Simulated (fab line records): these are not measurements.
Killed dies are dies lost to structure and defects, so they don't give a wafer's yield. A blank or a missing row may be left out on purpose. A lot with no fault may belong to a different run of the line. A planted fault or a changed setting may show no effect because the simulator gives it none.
What tool caused it? + flow nand-harc + 33 wafers from 11 lots sampled at 6 of the route's 1159 steps

WHAT THE GAUGES READ, wafer by wafer
NHARC_END_SORT_01.
| lot  | measured     | on        | defect-limited-yield (%) | killed-at-array | killed-at-other | killed-at-periphery | killed-dies | killed-open | killed-short | sort_bin_2_pct (%) | sort_bin_3_pct (%) | sort_bin_4_pct (%) | sort-n-pass | sort-rim-yield-pct (%) | sort-yield-pct (%) |
|------|--------------|-----------|--------------------------|-----------------|-----------------|---------------------|-------------|-------------|--------------|--------------------|--------------------|--------------------|-------------|------------------------|--------------------|
| L134 | day 21 21:05 | prober-02 | 96.8 97.3 98.1           | 18 18 11        | 0 0 0           | 4 0 2               | 22 18 13    | 4 5 3       | 2 1 3        | 0.9 1.2 0.7        | 0 0 0              | 2.4 1.5 1.2        | 655 659 664 | 95.3 96.2 97.2         | 96.8 97.3 98.1     |
| L140 | day 24 03:14 | prober-02 | 95.6 93.9 94.4           | 26 37 35        | 0 0 0           | 4 4 3               | 30 41 38    | 3 7 7       | 1 3 4        | 1.0 1.9 1.6        | 0.15 0.89 0.74     | 3.2 3.2 3.2        | 647 636 639 | 91.5 93.4 90.6         | 95.6 93.9 94.4     |

WHAT TOOL EACH LOT RAN ON (gives the tool, then ch and the chambers of the sampled wafers, and finally the start)
| lot  | NHARC_A_M0_PRE_CLEAN_31         | NHARC_A_M1_DESCUM_14               | NHARC_A_M1_STRIP_18                | NHARC_A_M1_ECD_22              | NHARC_A_M1_CMP_23             |
|------|---------------------------------|------------------------------------|------------------------------------|--------------------------------|-------------------------------|
| L128 | pecvd-04 ch 0,1,2, day 18 10:32 | rie-diel-13 ch 0,1, day 18 12:25   | rie-diel-09 ch 1,2,3, day 18 12:51 | ecd-cu-02 ch 0,1, day 18 13:55 | cmp-01 ch 1,2, day 18 14:32   |
| L130 | pecvd-04 ch 0,1, day 18 18:52   | rie-diel-13 ch 0,1,2, day 19 00:22 | rie-diel-01 ch 1,2,3, day 19 00:51 | ecd-cu-01 ch 0,1, day 19 01:53 | cmp-02 ch 1,2, day 19 02:31   |
| L132 | pecvd-04 ch 0,1,2, day 19 15:37 | rie-diel-09 ch 1,2,3, day 19 17:07 | rie-diel-13 ch 0,1,2, day 19 17:31 | ecd-cu-02 ch 0,1, day 19 18:38 | cmp-01 ch 0,3, day 19 19:11   |
| L135 | pecvd-01 ch 0,1, day 19 15:53   | rie-diel-01 ch 0,1,2, day 19 17:26 | rie-diel-09 ch 0,2,3, day 19 17:50 | ecd-cu-02 ch 0,1, day 19 18:48 | cmp-02 ch 0,1,3, day 19 19:33 |
| L134 | pecvd-03 ch 0,1, day 20 05:25   | rie-diel-13 ch 1,2,3, day 20 06:56 | rie-diel-01 ch 0,1, day 20 07:18   | ecd-cu-02 ch 0,1, day 20 08:23 | cmp-02 ch 0,1, day 20 09:02   |
| L141 | pecvd-01 ch 0,1,2, day 20 19:13 | rie-diel-09 ch 1,2, day 20 20:35   | rie-diel-13 ch 2,3, day 20 21:02   | ecd-cu-02 ch 0,1, day 20 22:00 | cmp-03 ch 0,1, day 20 22:47   |
| L144 | pecvd-01 ch 0,1,2, day 21 18:21 | rie-diel-09 ch 0,3, day 21 19:52   | rie-diel-09 ch 0,3, day 21 20:17   | ecd-cu-02 ch 0,1, day 21 21:15 | cmp-03 ch 0,1,3, day 21 22:02 |
| L140 | pecvd-03 ch 1,2, day 22 03:53   | rie-diel-09 ch 0,2,3, day 22 05:17 | rie-diel-01 ch 0,2,3, day 22 05:43 | ecd-cu-01 ch 0,1, day 22 06:40 | cmp-03 ch 0,3, day 22 07:23   |
| L150 | pecvd-03 ch 0,2, day 22 20:16   | rie-diel-01 ch 1,2, day 22 21:46   | rie-diel-09 ch 1,2, day 22 22:11   | ecd-cu-01 ch 0,1, day 22 23:11 | cmp-01 ch 2,3, day 22 23:56   |
| L148 | pecvd-03 ch 0,2, day 23 01:53   | rie-diel-13 ch 0,1,2, day 23 03:25 | rie-diel-13 ch 0,2,3, day 23 03:47 | ecd-cu-01 ch 0,1, day 23 05:40 | cmp-03 ch 0,2,3, day 23 06:23 |
| L151 | pecvd-03 ch 0,2, day 23 10:20   | rie-diel-09 ch 0,1,3, day 23 11:42 | rie-diel-01 ch 1,2,3, day 23 12:05 | ecd-cu-01 ch 0,1, day 23 13:05 | cmp-01 ch 0,1,3, day 23 13:56 |
- NHARC_A_M0_PRE_CLEAN_31: time 12 s.
- NHARC_A_M1_DESCUM_14: chemistry O2, time 3 s.
- NHARC_A_M1_STRIP_18: strips in N2/H2.
- NHARC_A_M1_ECD_22: material Cu, target thk 400 nm.
- NHARC_A_M1_CMP_23: polishes, t overpolish 20 s, target thk 154.34 nm.

AS READ BY THE TOOLS THEMSELVES (means over the sampled wafers that have a number; for cases with no such wafer, the mark the record gives instead)
NHARC_A_M0_PRE_CLEAN_31.
| lot  | tool     | heater-power-w (W) | rf-fwd-power-W (W) |
|------|----------|--------------------|--------------------|
| L128 | pecvd-04 | 647                | 293.7              |
| L130 | pecvd-04 | 732                | 292.4              |
| L132 | pecvd-04 | 650                | 292.9              |
| L135 | pecvd-01 | 593                | 292.2              |
| L134 | pecvd-03 | 610                | 293.1              |
| L141 | pecvd-01 | 617                | 292.2              |
| L144 | pecvd-01 | 560                | 292.5              |
| L140 | pecvd-03 | 724                | 291.9              |
| L150 | pecvd-03 | 739                | 291.8              |
| L148 | pecvd-03 | 666                | 293.1              |
| L151 | pecvd-03 | 662                | 292.8              |

NHARC_A_M1_DESCUM_14.
| lot  | tool        | drypump-motor-current-A (A) | oes-product-au (a.u.) | rf-vpp-V (V) | showerhead-plenum-p-Torr (Torr) | throttle-valve-pct (%) |
|------|-------------|-----------------------------|-----------------------|--------------|---------------------------------|------------------------|
| L128 | rie-diel-13 | 5.2                         | 1.003                 | 58.8         | 1.99                            | 11.309                 |
| L130 | rie-diel-13 | 5.4                         | 1.000                 | 57.4         | 1.98                            | 11.301                 |
| L132 | rie-diel-09 | 5.3                         | 1.008                 | 57.5         | 1.82                            | 11.309                 |
| L135 | rie-diel-01 | 5.6                         | 0.999                 | 58.0         | 1.94                            | 11.314                 |
| L134 | rie-diel-13 | 5.7                         | 0.996                 | 57.3         | 1.94                            | 11.310                 |
| L141 | rie-diel-09 | 5.4                         | 1.010                 | 57.4         | 1.81                            | 11.320                 |
| L144 | rie-diel-09 | 5.2                         | 0.995                 | 58.1         | 1.84                            | 11.313                 |
| L140 | rie-diel-09 | 5.6                         | 0.997                 | 57.4         | 1.85                            | 11.314                 |
| L150 | rie-diel-01 | 6.1                         | 1.001                 | 58.5         | 1.97                            | 11.299                 |
| L148 | rie-diel-13 | 5.4                         | 1.002                 | 58.3         | 1.98                            | 11.305                 |
| L151 | rie-diel-09 | 5.3                         | 1.003                 | 58.2         | 1.83                            | 11.298                 |

NHARC_A_M1_STRIP_18.
| lot  | tool        | drypump-motor-current-A (A) | oes-product-au (a.u.) | power-w (W) | rf-fwd-power-W (W) | rf-vpp-V (V) | showerhead-plenum-p-Torr (Torr) | throttle-valve-pct (%) |
|------|-------------|-----------------------------|-----------------------|-------------|--------------------|--------------|---------------------------------|------------------------|
| L128 | rie-diel-09 | 5.3                         | 1.001                 | 1003        | 995                | 90.4         | 1.94                            | 14.174                 |
| L130 | rie-diel-01 | 5.7                         | 0.999                 | 998         | 1001               | 90.9         | 2.07                            | 14.168                 |
| L132 | rie-diel-13 | 5.4                         | 0.993                 | 997         | 998                | 91.0         | 2.12                            | 14.173                 |
| L135 | rie-diel-09 | 5.6                         | 1.007                 | 1001        | 997                | 90.5         | 1.96                            | 14.167                 |
| L134 | rie-diel-01 | 5.6                         | 1.000                 | 1000        | 997                | 91.1         | 2.02                            | 14.176                 |
| L141 | rie-diel-13 | 5.7                         | 0.997                 | 996         | 999                | 91.2         | 2.04                            | 14.175                 |
| L144 | rie-diel-09 | 5.2                         | 1.007                 | 1002        | 1001               | 90.1         | 1.95                            | 14.173                 |
| L140 | rie-diel-01 | 5.2                         | 1.004                 | 998         | 998                | 90.3         | 2.03                            | 14.171                 |
| L150 | rie-diel-09 | 5.6                         | 0.999                 | 1003        | 997                | 89.7         | 1.95                            | 14.163                 |
| L148 | rie-diel-13 | 5.4                         | 1.003                 | 1000        | 999                | 91.0         | 2.09                            | 14.177                 |
| L151 | rie-diel-01 | 5.7                         | 1.005                 | 997         | 996                | 91.0         | 2.07                            | 14.173                 |

NHARC_A_M1_CMP_23.
| lot  | tool   | motor-current-A (A) | time-to-endpoint-s (s) |
|------|--------|---------------------|------------------------|
| L128 | cmp-01 | 12.0                | 26.7                   |
| L130 | cmp-02 | 10.7                | 28.2                   |
| L132 | cmp-01 | 12.1                | 28.1                   |
| L135 | cmp-02 | 12.2                | 29.5                   |
| L134 | cmp-02 | 11.2                | 29.2                   |
| L141 | cmp-03 | 14.1                | 20.5                   |
| L144 | cmp-03 | 12.1                | 12.9                   |
| L140 | cmp-03 | 11.0                | 28.3                   |
| L150 | cmp-01 | 11.7                | 30.3                   |
| L148 | cmp-03 | 11.6                | 28.9                   |
| L151 | cmp-01 | 12.7                | 28.8                   |

THE ANSWER, worked out from the rows above alone
Rule: what is usual is taken from the lots themselves. The widest of any qualifying gaps counts: lots, ordered by their means at a reading, are off when they make up no more than a third of the lots, leave a main group of 4 or more, and stand apart from it by 3 or more times the standard deviation of that group's means. A main group is skipped when, at the precision printed for the reading in the tables above, its means are all equal. Also off: a lot with no number at a reading for which 4 or more lots have one. Where the step has rows for the other lots, those lots are counted as sound. Order of review: gauges by route order, followed by the tools' own readings, for which a lot's mean as printed above is used. The first step at which some lot is off is used, and at that step the reading that is off furthest; a lot without a number counts as furthest.
Off at NHARC_A_M1_CMP_23 (time-to-endpoint-s): L141, L144. The main group has a mean of 28.7 s with a standard deviation of 0.96.
If a tool, at that step or one of the process steps before it, ran each lot that is off and ran no sound lot following the first of them, it fits. Can't be told from this: 2 tools fit, pecvd-01 at NHARC_A_M0_PRE_CLEAN_31, ecd-cu-02 at NHARC_A_M1_ECD_22.

WHAT THE SIMULATOR PUT IN
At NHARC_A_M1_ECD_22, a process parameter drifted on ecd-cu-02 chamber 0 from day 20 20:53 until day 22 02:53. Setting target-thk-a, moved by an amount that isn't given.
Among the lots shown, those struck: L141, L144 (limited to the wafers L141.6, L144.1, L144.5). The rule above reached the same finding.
